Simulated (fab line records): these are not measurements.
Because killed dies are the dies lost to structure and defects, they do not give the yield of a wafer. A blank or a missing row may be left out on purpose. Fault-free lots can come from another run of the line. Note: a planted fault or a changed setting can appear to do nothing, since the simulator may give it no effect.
What tool caused it? | flow n5 finfet | 33 wafers from 11 lots sampled at 2 of the route's 1938 steps

WHAT THE GAUGES READ, wafer by wafer
N5_BEOL_M11_CD_MEAS_35: target cd 70 nm.
lot  | measured     | on        | cd nm (nm)
L422 | day 11 02:23 | cd sem-01 | 70.4 70.8 70.9
L423 | day 12 06:34 | cd sem-02 | 70.1 69.8 70.3
L427 | day 12 12:28 | cd sem-03 | 70.9 71.2 70.1
L426 | day 12 16:46 | cd sem-01 | 70.4 70.7 70.3
L430 | day 13 20:23 | cd sem-02 | 69.1 70.1 70.5
L433 | day 15 06:25 | cd sem-02 | 70.7 70.5 70.9
L439 | day 15 06:59 | cd sem-01 | 70.0 69.6 70.4
L436 | day 15 14:07 | cd sem-03 | 70.0 69.7 70.3
L435 | day 15 14:39 | cd sem-01 | 69.8 69.7 70.0
L444 | day 17 06:10 | cd sem-03 | 70.1 70.3 70.3
L442 | day 18 00:21 | cd sem-01 | 69.4 69.2 70.2

EACH LOT AND THE TOOL THAT RAN IT (in order: tool; ch and the chambers of the sampled wafers; start)
lot  | N5_BEOL_M11_STRIP_36
L422 | rie diel-02 ch 2,3, day 11 02:00
L423 | rie diel-03 ch 0,1, day 12 06:12
L427 | rie diel-06 ch 0,2,3, day 12 12:06
L426 | rie diel-03 ch 0,2, day 12 16:22
L430 | rie diel-03 ch 0,1, day 13 20:01
L433 | rie diel-06 ch 1,2,3, day 15 06:03
L439 | rie diel-03 ch 0,1,3, day 15 06:36
L436 | rie diel-02 ch 1,2,3, day 15 13:44
L435 | rie diel-03 ch 0,2,3, day 15 14:17
L444 | rie diel-02 ch 2,3, day 17 05:47
L442 | rie diel-02 ch 1,3, day 17 23:58
- N5_BEOL_M11_STRIP_36: strips in N2/H2.

THE ANSWER, worked out from the rows above alone
Rule: the lots themselves supply what counts as usual. Put in order of their means at a reading, lots are off if they are a third of the lots or fewer, leave a main group of 4 or more, and stand apart from it by a gap of 3 or more times the standard deviation of the main group's means; of several such gaps the widest counts. A main group whose means are all the same, to the digits that the tables above print for the reading, isn't used. A lot without any number at a reading at which 4 lots or more have one is off too. Any other lot the step has rows for is counted as sound.
Across all readings shown, no lot is off: no conclusion can be drawn from this.

WHAT HAD BEEN PUT IN BY THE SIMULATOR
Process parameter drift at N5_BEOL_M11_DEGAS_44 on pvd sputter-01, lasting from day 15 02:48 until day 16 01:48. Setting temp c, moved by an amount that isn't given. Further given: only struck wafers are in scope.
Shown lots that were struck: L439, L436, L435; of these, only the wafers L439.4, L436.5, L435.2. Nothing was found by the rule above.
